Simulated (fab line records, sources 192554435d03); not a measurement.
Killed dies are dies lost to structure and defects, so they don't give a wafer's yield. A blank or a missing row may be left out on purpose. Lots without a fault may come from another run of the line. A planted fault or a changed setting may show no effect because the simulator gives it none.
fab line records | flow n5_finfet
record lots=4 wafers=12 last_day=18
route steps=1938 shown BEOL_M11@1566 BEOL_M12@1602 BEOL_M15@1830 PASSIVATION@1936
lots that met no fault: from a run of the same line without faults
start_h: hours from the record's first day to the start of the lot's first wafer shown | wait_h: hours since the lot's step before | " the same as in the row above | L1.1+2: a row that stands for several wafers | - no value, or no start given | * or withheld: withheld | < > ~ a bound
route shown NAME@n: a module of which the file shows steps, and the number in the route of the first | usual: mean/standard deviation of fault-free wafers | same: alike in all rows | chamber/n: place in a boat | sites: the reading at each site | _std_site: their standard deviation | _edge_site: outer sites' mean less inner sites' | radius_mm: how far each site lies from the wafer's centre | mask NAME#n: copy n | behind: the tool/chamber that last shaped the wafer | hold: why the lot was held/for how many hours/how that ended | device: the transistor (n, p or np) that didn't switch | end of line: the same wafers' tests at the end of the route | a step without rows: its recipe alone | killed: dies lost to structure and defects at the first sort, not the wafer's yield | map: a wafer's dies, x killed, . not, _ none there
set.NAME: the setting as run; set.NAME@STEP: as run at that earlier step | model.NAME: the simulator's own value behind a step, which no gauge read
lots at some steps of the route; a table a step, a row a wafer
services: from which hour (start_h, from the record's first day; less than 0 if before it) a tool's chamber was out of use, for how many hours, and why
## steps
# step N5_BEOL_M11_PEB_26
# recipe peb_temp_c=withheld peb_time_s=60 resist=CAR-ArF
# step N5_BEOL_M11_DEVELOP_27
# recipe develop_time_s=30 developer=TMAH resist=CAR-ArF rinse_liquid=diw dry=air_spin dev_temp_c=23
# step N5_BEOL_M11_DESCUM_33
# recipe chemistry=O2 time_s=7.9 source_power_w=50 bias_power_w=20 pressure_mtorr=20 rf_frequency_hz=2.712e+07 temp_c=40 resist=CAR-ArF o2_flow_sccm=225
# step N5_BEOL_M11_ETCH_65
# recipe chemistry=CF4 target=SiARC target_depth_a=390 mask_material=CAR-ArF time_s=65 ion_energy_ev=80 pressure_mtorr=40 source_w=545 bias_w=36 Ar_flow_sccm=100 cf4_flow_sccm=100 ends=cleared
# step N5_BEOL_M11_ETCH_66
# recipe chemistry=N2/H2 target=SOC target_depth_a=1200 overetch_a=240 mask_material=SiARC temp_c=40 time_s=180 ion_energy_ev=200 pressure_mtorr=30 source_w=840 bias_w=150 n2_flow_sccm=200 h2_flow_sccm=200
# step N5_BEOL_M11_STRIP_69
# recipe chemistry=N2/H2 temp_c=40 n2_flow_sccm=200 h2_flow_sccm=200 rf_frequency_hz=6e+07
# step N5_BEOL_M11_VIA_ETCH_34
# recipe chemistry=C4F6/O2 target=SiCOH_lowk target_depth_a=1845 mask_material=SOC taper_deg=4 time_s=69.2 ion_energy_ev=250 pressure_mtorr=30 source_w=345 bias_w=185 Ar_flow_sccm=300 C4F6_flow_sccm=10 O2_flow_sccm=10
# step N5_BEOL_M11_STRIP_73
# recipe chemistry=C4F6/O2 resist=SiARC rf_frequency_hz=6e+07
# step N5_BEOL_M11_STRIP_36
# recipe chemistry=N2/H2 power_w=450 temp_c=40 pressure_mtorr=20 rf_frequency_hz=6e+07 overash_fraction=0.3 bias_power_w=7 h2_frac=0.5 n2_flow_sccm=200 h2_flow_sccm=200
# step N5_BEOL_M11_TRENCH_ETCH_37
# recipe chemistry=C4F6/O2 target_depth_a=1488.3 target=SiCOH_lowk time_s=48 ion_energy_ev=250 pressure_mtorr=30 source_w=345 bias_w=185 Ar_flow_sccm=300 C4F6_flow_sccm=10 O2_flow_sccm=10
# usual O2_flow_sccm=10.00/0.035 bias_w=184.9/0.55 drypump_motor_current_A=5.9/0.52 oes_ar_750_au=0.78/0.088 oes_product_au=0.78/0.096 rf_vpp_V=659/11 showerhead_plenum_p_Torr=2.83/0.088 throttle_valve_pct=20.98/0.29
# columns lot.wafer tool chamber start_h wait_h O2_flow_sccm bias_w drypump_motor_current_A oes_ar_750_au oes_product_au rf_hours_counter_h rf_vpp_V showerhead_plenum_p_Torr throttle_valve_pct model.BEOL_M11.feature_depth_nm model.etch.depth_nm
L276.2 rie_diel-02 0 261.20 - 9.97 186.2 5.6 0.88 0.89 36 652 2.79 20.84 152 152.1
L276.3 " 3 " " 10.01 184.9 6.2 0.68 0.67 239 673 2.72 21.15 146.4 146.4
L276.4 " 0 " " 9.97 185.1 5.6 0.88 0.89 - 652 2.79 20.82 152.2 152.2
L285.1 rie_diel-03 2 331.91 - 9.92 184.6 5.7 0.70 0.69 191 653 2.84 20.89 146.8 146.7
L285.2 " 1 " " 10.01 184.6 6.0 0.71 0.68 218 650 2.92 21.42 144.6 144.7
L285.5 " 1 " " 9.97 184.6 6.0 0.71 0.69 - 650 2.92 21.41 144.4 144.3
L292.2 rie_diel-03 1 373.60 - 10.02 185.0 6.1 0.70 0.65 229 651 2.91 21.41 134.4 134.3
L292.3 " 3 " " 10.09 184.7 6.7 0.83 0.79 81 654 2.89 20.82 140.8 140.8
L292.4 " 2 " " 9.94 185.1 5.8 0.70 0.66 203 654 2.84 20.88 135.8 135.8
L293.1 rie_diel-03 0 375.35 - 9.99 184.5 4.9 0.74 0.70 196 664 2.83 20.74 137.6 137.7
L293.4 " 1 " " 10.00 184.8 6.1 0.70 0.65 230 650 2.91 21.43 134.8 134.9
L293.5 " 2 " " 10.06 185.0 5.8 0.69 0.66 - 654 2.84 20.88 137.8 137.9
# step N5_BEOL_M11_ETCH_41
# recipe chemistry=CH3F/O2 target=SiCN target_depth_a=426 taper_deg=2 time_s=86 ion_energy_ev=120 mask_material=TiN pressure_mtorr=30 source_w=395 bias_w=75 Ar_flow_sccm=150 CH3F_flow_sccm=30 O2_flow_sccm=20
# step N5_BEOL_M11_STRIP_77
# recipe chemistry=N2/H2 time_s=10 power_w=450 temp_c=40 pressure_mtorr=20 rf_frequency_hz=6e+07 bias_power_w=7 n2_flow_sccm=200 h2_flow_sccm=200
# step N5_BEOL_M11_OCD_MEAS_38
# usual trench_depth_nm=148.5/2.9
# columns lot.wafer tool chamber start_h wait_h trench_depth_nm
L276.2 ocd-01 - 261.38 - 152.2
L276.3 " - " " 146.8
L276.4 " - " " 152.4
L285.1 ocd-02 - 332.10 - 146.7
L285.2 " - " " 144.6
L285.5 " - " " 144.1
L292.2 ocd-01 - 373.78 - 134.9
L292.3 " - " " 140.5
L292.4 " - " " 135.8
L293.1 ocd-02 - 375.53 - 137.2
L293.4 " - " " 135.0
L293.5 " - " " 138.0
# step N5_BEOL_M11_HM_STRIP_39
# recipe chemistry=peroxide_tin_strip material=TiN target_depth_a=250 temp_c=50 time_s=158
# step N5_BEOL_M11_SRD_40
# recipe time_s=30 temp_c=23 rinse_liquid=diw dry=ipa_marangoni
# step N5_BEOL_M11_PRECLEAN_42
# recipe chemistry=residue_remover time_s=60 temp_c=40
# step N5_BEOL_M11_SRD_43
# recipe time_s=30 temp_c=23 rinse_liquid=diw dry=ipa_marangoni
# step N5_BEOL_M11_CURE_72
# recipe temp_c=370 time_s=120 ambient=DMADMS/He material=SiCOH_lowk
# step N5_BEOL_M11_DEGAS_44
# recipe ambient=vacuum temp_c=250 time_s=60
# step N5_BEOL_M11_PRE_CLEAN_45
# recipe gas=H2/He time_s=30 temp_c=250
# step N5_BEOL_M11_ALD_74
# recipe material=TaN target_thk_a=20 temp_c=275 ald_precursor_family=PDMAT ald_co_reactant=NH3 pressure_torr=3 carrier_flow_sccm=1500 pulse_time_s=2 purge_time_s=3 co_reactant_purge_time_s=2 co_reactant_pulse_time_s=3 ald_cycles=40 precursor_vessel_temp_c=75 precursor_vessel_pressure_torr=26.25 precursor_vessel_carrier_sccm=1000
# step N5_BEOL_M11_SURFACE_TREAT_76
# recipe gas=Ar time_s=* ion_energy_ev=* ion_current_ma_cm2=0.5 pressure_mtorr=* ar_flow_sccm=30
# step N5_BEOL_M11_CVD_75
# recipe material=Co target_thk_a=20 temp_c=withheld precursor=CCTBA/H2 pressure_torr=30 time_s=138.9
# step N5_BEOL_M11_SPUTTER_48
# recipe material=Cu target_thk_a=120 temp_c=-20 bias_v=60 power_w=26000 chamber_pressure_pa=0.13 time_s=2
# step N5_BEOL_M11_ECD_50
# recipe material=Cu target_thk_a=3180
# step N5_BEOL_M11_ANNEAL_51
# recipe temp_c=225 time_s=90 ambient=N2
# step N5_BEOL_M11_CMP_52
# recipe stop_on=SiCOH_lowk t_overpolish_s=7 down_force_psi=1 platen_rpm=50 clearing_platen_down_force_psi=1.5 clearing_platen_rpm=50 post_cmp_clean=cu_alkaline target_thk_nm=140 clearing_platen_pad_velocity_m_s=0.99484 pad_velocity_m_s=0.99484
# usual barrier_field_endpoint_s=29.0/0.63 motor_current_A=6.1/0.52 overpolish_run_s=7.000/0.0089 platen_rpm=50.01/0.03 time_to_endpoint_s=65.9/2.5
# same t_overpolish_s=7
# columns lot.wafer tool chamber start_h wait_h barrier_field_endpoint_s motor_current_A overpolish_run_s platen_rpm time_to_endpoint_s model.Cu_of_BEOL_M11_ECD_50.thk_nm
L276.3 cmp-02 3 264.01 0.2 29.2 5.8 6.980 49.95 72.0 138
L276.2 " 0 " " 27.6 6.7 6.997 50.02 65.2 143.2
L276.4 " 1 " " 28.6 5.5 6.988 49.94 64.2 143.2
L285.1 cmp-03 1 335.59 0.3 29.3 7.0 6.990 50.01 65.9 137.2
L285.2 " 3 " " 29.3 5.6 6.993 50.00 70.9 135.2
L285.5 " 0 " " 29.5 6.2 7.014 50.05 68.4 134
L292.2 cmp-02 2 376.04 0.3 29.4 6.2 6.995 49.98 67.1 125
L292.3 " 3 " " 28.9 5.5 6.985 50.05 66.9 131.8
L292.4 " 0 " " 28.7 6.2 6.998 50.08 62.9 126.4
L293.4 cmp-04 2 380.86 0.1 28.2 6.7 7.010 50.02 61.8 125.4
L293.1 " 3 " " 28.5 6.3 7.006 49.99 63.8 129
L293.5 " 2 " " 29.3 7.1 7.020 50.01 64.3 128.4
# step N5_BEOL_M11_THK_MEAS_53
# recipe thk_meas_gauge=xrf reads=Cu_of_BEOL_M11_ECD_50
# usual M11_THK=139/3.3
# columns lot.wafer tool chamber start_h wait_h M11_THK[nm]
L276.2 film_metro-02 - 264.26 - 143
L276.3 " - " " 137
L276.4 " - " " 143
L285.1 film_metro-02 - 335.85 - 137
L285.2 " - " " 135
L285.5 " - " " 134
L292.2 film_metro-02 - 376.29 - 124
L292.3 " - " " 131
L292.4 " - " " 126
L293.1 film_metro-01 - 381.16 - 128
L293.4 " - " " 125
L293.5 " - " " 128
# step N5_BEOL_M11_PRE_CLEAN_55
# recipe gas=NH3 time_s=15 temp_c=withheld rf_power_w=300
# step N5_BEOL_M11_DEP_56
# recipe material=SiCN target_thk_a=300 temp_c=withheld precursor=3MS/NH3 pressure_torr=3 rf_w=675 time_s=10.5
# step N5_BEOL_M11_RS_MEAS_57
# recipe thk_meas_gauge=four-point-probe reads=Cu_of_BEOL_M11_ECD_50+Co_of_BEOL_M11_CVD_75+TaN_of_BEOL_M11_ALD_74
# usual M11_RS=0.152/0.0039
# columns lot.wafer tool chamber start_h wait_h M11_RS[ohm/sq]
L276.2 film_metro-01 - 264.39 0.0 0.147
L276.3 " - " " 0.154
L276.4 " - " " 0.147
L285.1 film_metro-02 - 335.97 0.1 0.154
L285.2 " - " " 0.157
L285.5 " - " " 0.158
L292.2 film_metro-01 - 376.42 0.0 0.171
L292.3 " - " " 0.161
L292.4 " - " " 0.169
L293.1 film_metro-01 - 381.28 0.0 0.166
L293.4 " - " " 0.171
L293.5 " - " " 0.166
# step N5_BEOL_M12_ILD_DEP_00
# recipe material=SiOC target_thk_a=6589.2 temp_c=350 precursor=DEMS/O2 pressure_torr=5 rf_w=500 time_s=130.7
# step N5_BEOL_M12_COAT_58
# recipe resist=BARC temp_c=205 time_s=60 spin_rpm=1500 resist_thk_nm=89
# step N5_BEOL_M12_COAT_04
# recipe spin_rpm=1625 resist_thk_nm=400
# step N5_BEOL_M12_EBR_06
# recipe solvent=PGMEA ebr_width_mm=1.5
# step N5_BEOL_M12_SOFTBAKE_05
# recipe temp_c=130 time_s=60
# step N5_BEOL_M15_RC_MEAS_101
# usual etest_temp_c=24.98/0.11 COMB_M10=1.5e-11/3e-12 COMB_M11=1.43e-11/2.7e-12 COMB_M12=6.2e-12/1.2e-12 COMB_M13=4.7e-12/1.1e-12 COMB_M14=3.5e-12/7.4e-13 COMB_M15=2.5e-12/5.7e-13 COMB_M5=3.7e-11/8.1e-12 COMB_M6=2.5e-11/5.6e-12 COMB_M7=2.5e-11/5.2e-12 COMB_M8=2.5e-11/5.4e-12 COMB_M9=1.46e-11/3e-12 COMB_M9_max_site=2.1e-11/5.1e-12 SERP_M10=3.05/0.1 SERP_M11=3.09/0.1 SERP_M11_max_site=3.17/0.1 SERP_M12=0.646/0.018 SERP_M12_max_site=0.659/0.02 SERP_M13=0.310/0.0063 SERP_M14=0.159/0.0047 SERP_M5=38.9/1.8 SERP_M6=13.9/0.53 SERP_M7=14.0/0.48 SERP_M8=13.6/0.5 SERP_M9=3.07/0.098
# columns lot.wafer tool chamber start_h wait_h etest_temp_c COMB_M10[S/m] COMB_M11[S/m] COMB_M12[S/m] COMB_M13[S/m] COMB_M14[S/m] COMB_M15[S/m] COMB_M5[S/m] COMB_M6[S/m] COMB_M7[S/m] COMB_M8[S/m] COMB_M9[S/m] COMB_M9_max_site[S/m] SERP_M10[ohm/um] SERP_M11[ohm/um] SERP_M11_max_site[ohm/um] SERP_M12[ohm/um] SERP_M12_max_site[ohm/um] SERP_M13[ohm/um] SERP_M14[ohm/um] SERP_M5[ohm/um] SERP_M6[ohm/um] SERP_M7[ohm/um] SERP_M8[ohm/um] SERP_M9[ohm/um]
L276.2 prober-01 0 291.41 0.2 25.03 1.6e-11 1.05e-11 5.3e-12 5.2e-12 2.5e-12 2.1e-12 4.4e-11 1.9e-11 3.3e-11 2.1e-11 1.19e-11 2e-11 3.07 2.98 3.02 0.655 0.659 0.319 0.151 38.8 13.8 14.1 13.9 2.95
L276.3 " 0 " " 24.96 1.4e-11 1.38e-11 4.8e-12 4.6e-12 3.1e-12 2.3e-12 4.4e-11 2.3e-11 2.3e-11 2.5e-11 1.08e-11 1.7e-11 3.03 3.13 3.26 0.623 0.638 0.311 0.160 40.5 13.7 13.9 14.2 2.96
L276.4 " 0 " " 25.08 1.6e-11 1.17e-11 5.8e-12 3.3e-12 4.9e-12 1.6e-12 5.4e-11 1.6e-11 2.9e-11 2.6e-11 1.41e-11 1.9e-11 3.09 3.02 3.06 0.615 0.637 0.319 0.153 38.1 13.8 15.2 13.2 2.91
L285.1 prober-01 0 359.09 0.0 24.90 1.2e-11 1.05e-11 5.4e-12 4.5e-12 3.2e-12 3.1e-12 3.9e-11 1.8e-11 2.9e-11 2.3e-11 1.34e-11 2.1e-11 3.05 3.19 3.33 0.653 0.669 0.314 0.158 40.6 14.6 13.7 13.5 2.96
L285.2 " 0 " " 24.97 1.8e-11 1.14e-11 5.1e-12 6.1e-12 4.2e-12 1.8e-12 4.2e-11 2.2e-11 1.9e-11 2.4e-11 1.46e-11 1.8e-11 2.92 3.29 3.32 0.638 0.648 0.305 0.163 42.4 12.7 13.9 13.9 3.03
L285.5 " 0 " " 25.03 9e-12 1.43e-11 5.6e-12 5.5e-12 4.9e-12 2.5e-12 3.2e-11 1.7e-11 2.1e-11 2e-11 1.55e-11 2.1e-11 3.04 3.21 3.24 0.628 0.631 0.307 0.158 43.6 13.3 13.6 13.2 3.08
L293.1 prober-02 0 400.22 0.0 24.99 1.3e-11 1.5e-11 7.5e-12 5.2e-12 2.9e-12 2.7e-12 4.6e-11 1.9e-11 2.8e-11 2.8e-11 1.7e-11 2.7e-11 3.07 3.41 3.47 0.613 0.628 0.308 0.169 35.4 14.6 14.2 12.8 2.93
L293.4 " 0 " " 24.83 1.5e-11 1.66e-11 6.9e-12 4.8e-12 3.1e-12 2.3e-12 4.4e-11 2.1e-11 2.1e-11 2.7e-11 1.69e-11 2.1e-11 3.10 3.49 3.58 0.663 0.677 0.310 0.162 36.3 14.4 13.8 13.3 2.94
L293.5 " 0 " " 24.90 1.4e-11 1.53e-11 6.9e-12 6e-12 2.6e-12 2.2e-12 3.5e-11 2.2e-11 2.8e-11 2.6e-11 1.56e-11 2.7e-11 2.97 3.35 3.44 0.640 0.650 0.305 0.157 38.3 14.8 13.8 14.4 3.04
L292.2 prober-01 0 408.52 0.2 25.00 1.3e-11 1.6e-11 8.7e-12 5.2e-12 3.6e-12 3.1e-12 5.6e-11 3.3e-11 2.7e-11 2.5e-11 1.62e-11 1.9e-11 2.97 3.39 3.52 0.635 0.639 0.307 0.160 38.3 13.7 14.6 14.4 3.00
L292.3 " 0 " " 24.98 1e-11 1.2e-11 6.5e-12 5.4e-12 3.1e-12 3.3e-12 4.5e-11 2.5e-11 1.7e-11 2.1e-11 1.41e-11 1.9e-11 3.08 3.26 3.33 0.648 0.660 0.306 0.168 39.5 14.3 14.0 13.1 3.14
L292.4 " 0 " " 24.98 1.4e-11 1.47e-11 6.2e-12 5.2e-12 4.9e-12 2.1e-12 4.6e-11 2.3e-11 2.3e-11 2.2e-11 1.35e-11 2e-11 3.02 3.33 3.46 0.648 0.658 0.308 0.157 41.5 14.0 14.8 13.4 3.01
# sites SERP_M11 radius_mm=0,75,75,75,75,140,140,140,140
L276.2 3.02 3.02 2.96 3.02 3.02 2.98 2.94 2.96 2.89
L285.1 3.07 3.18 3.19 3.18 3.16 3.29 3.33 3.23 3.27
L293.1 3.46 3.45 3.41 3.44 3.47 3.27 3.27 3.26 3.23
L292.2 3.52 3.49 3.38 3.49 3.48 3.36 3.24 3.39 3.29
# step N5_PASSIVATION_PROBE_49
# usual defect_limited_yield=91.0/1.6 killed_at_M0_to_M3=35/11 killed_at_M4_up=14/5.3 killed_at_contacts=13/6.7 killed_at_front_end=41/12 killed_at_other=3.9/2.7 killed_dies=106/19 killed_open=70/14 killed_short=35/8.8 sort_bin_4_leakage=0.01/0.058 sort_bin_5_function=5.3/1 sort_bin_6_memory=3.3/0.81 sort_bin_8_speed=0.00/0.0072 sort_n_pass=1073/19 sort_yield_pct=91.0/1.6
# same gross_dies=1180 killed_at_back_side=0
# columns lot.wafer tool chamber start_h wait_h defect_limited_yield[%] killed_at_M0_to_M3 killed_at_M4_up killed_at_contacts killed_at_front_end killed_at_other killed_dies killed_open killed_short sort_bin_4_leakage[%] sort_bin_5_function[%] sort_bin_6_memory[%] sort_bin_8_speed[%] sort_n_pass sort_yield_pct[%]
L276.2 prober-01 - 308.11 1.0 87.3 56 12 25 52 5 150 106 44 0 7.7 4.7 0 1030 87.3
L276.3 prober-01 - 308.16 1.1 89.8 26 11 28 49 6 120 78 41 0 5.7 4.3 0 1060 89.8
L276.4 prober-01 - 308.21 1.1 86.4 70 16 26 45 3 160 107 53 0 6.8 6.2 0 1020 86.4
L292.3 prober-01 - 422.88 0.1 89.8 40 8 14 57 1 120 66 41 0 5.4 3.6 0 1060 89.8
# killed by level:class
L276.2 MOL_CONTACT_COAG:geometric_particle:open=22 BEOL_M0_SAQP:geometric_particle:open=15 BEOL_M1:geometric_particle:open=13 FIN_SAQP:geometric_particle:open=11 BEOL_M0_SAQP:geometric_particle:short=11 FIN_SAQP:geometric_particle:short=8 BEOL_M3:geometric_particle:open=7 DUMMY_GATE:geometric_particle:open=6
L276.3 MOL_CONTACT_COAG:geometric_particle:open=23 FIN_SAQP:geometric_particle:open=14 BEOL_M0_SAQP:geometric_particle:short=11 FIN_SAQP:geometric_particle:short=7 BEOL_M0_SAQP:geometric_particle:open=7 GATE_CUT:geometric_particle:short=6 STI_FIN_REVEAL:geometric_particle:open=5 MOL_CONTACT_COAG:geometric_particle:short=5
L276.4 BEOL_M0_SAQP:geometric_particle:short=22 MOL_CONTACT_COAG:geometric_particle:open=20 FIN_SAQP:geometric_particle:open=16 BEOL_M0_SAQP:geometric_particle:open=15 BEOL_M1:geometric_particle:open=14 FIN_SAQP:geometric_particle:short=11 BEOL_M3:geometric_particle:open=8 MOL_CONTACT_COAG:geometric_particle:short=6
L292.3 STI_FIN_REVEAL:geometric_particle:open=11 MOL_CONTACT_COAG:geometric_particle:open=11 BEOL_M0_SAQP:geometric_particle:short=10 HKMG_FIN:area_etch=10 FIN_SAQP:geometric_particle:open=9 BEOL_M0_SAQP:geometric_particle:open=9 GATE_CUT:geometric_particle:short=8 BEOL_M3:geometric_particle:open=6
## services
# columns tool chamber start_h hours kind
cmp-02 - 240.69 4.6 pm
cmp-02 - 270.72 4.0 pm
rie_diel-02 0 275.91 6.9 repair
cmp-04 - 296.61 0.9 repair
rie_diel-02 3 302.17 - clean
rie_diel-02 3 302.17 - consumable_replace:focus_ring
rie_diel-02 3 302.17 - consumable_replace:showerhead
rie_diel-02 3 302.17 17.7 scheduled_down
rie_diel-02 3 302.17 17.7 vent_cycle
cmp-02 - 303.82 0.9 repair
rie_diel-02 1 320.25 - clean
rie_diel-02 1 320.25 - consumable_replace:esc
rie_diel-02 1 320.25 - consumable_replace:focus_ring
rie_diel-02 1 320.25 - consumable_replace:showerhead
rie_diel-02 1 320.25 34.3 scheduled_down
rie_diel-02 1 320.25 34.3 vent_cycle
cmp-03 - 324.96 4.0 pm
cmp-02 - 327.71 16.8 pm
cmp-03 - 328.96 - consumable_replace:conditioner
cmp-03 - 328.96 - consumable_replace:pad
cmp-04 - 329.53 6.7 pm
cmp-04 - 341.12 1.1 repair
## key
first_sign step=N5_BEOL_M11_OCD_MEAS_38 reading=trench_depth_nm direction=down sigmas=4 usual=148.5 struck=136.9
effect step=N5_BEOL_M11_THK_MEAS_53 reading=M11_THK direction=down sigmas=3.7 usual=139 struck=127
effect step=N5_BEOL_M11_RS_MEAS_57 reading=M11_RS direction=up sigmas=4 usual=0.152 struck=0.167
effect step=N5_BEOL_M15_RC_MEAS_101 reading=SERP_M11 direction=up sigmas=2.8 usual=3.09 struck=3.37
model_effect step=N5_BEOL_M11_TRENCH_ETCH_37 value=BEOL_M11.feature_depth_nm without=146 struck=136.9
model_effect step=N5_BEOL_M11_CMP_52 value=Cu_of_BEOL_M11_ECD_50.thk_nm without=136.7 struck=127.7
met_at N5_BEOL_M11_TRENCH_ETCH_37
struck_wafers L292.2,L292.3,L292.4,L293.1,L293.4,L293.5
baseline_loss step=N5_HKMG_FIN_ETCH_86 wafers=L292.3
onset_between 331.91 373.60
also_fits time
fault kind=process_parameter_drift tool=rie_diel-03 chamber=- onset_h=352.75 steps=N5_BEOL_M11_TRENCH_ETCH_37 channel=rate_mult offset=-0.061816 shape=step end_h=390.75
# baseline_loss: these wafers lose ten dies or more at that step, a loss of the line's own and not of a fault; the sort's usual values leave them out
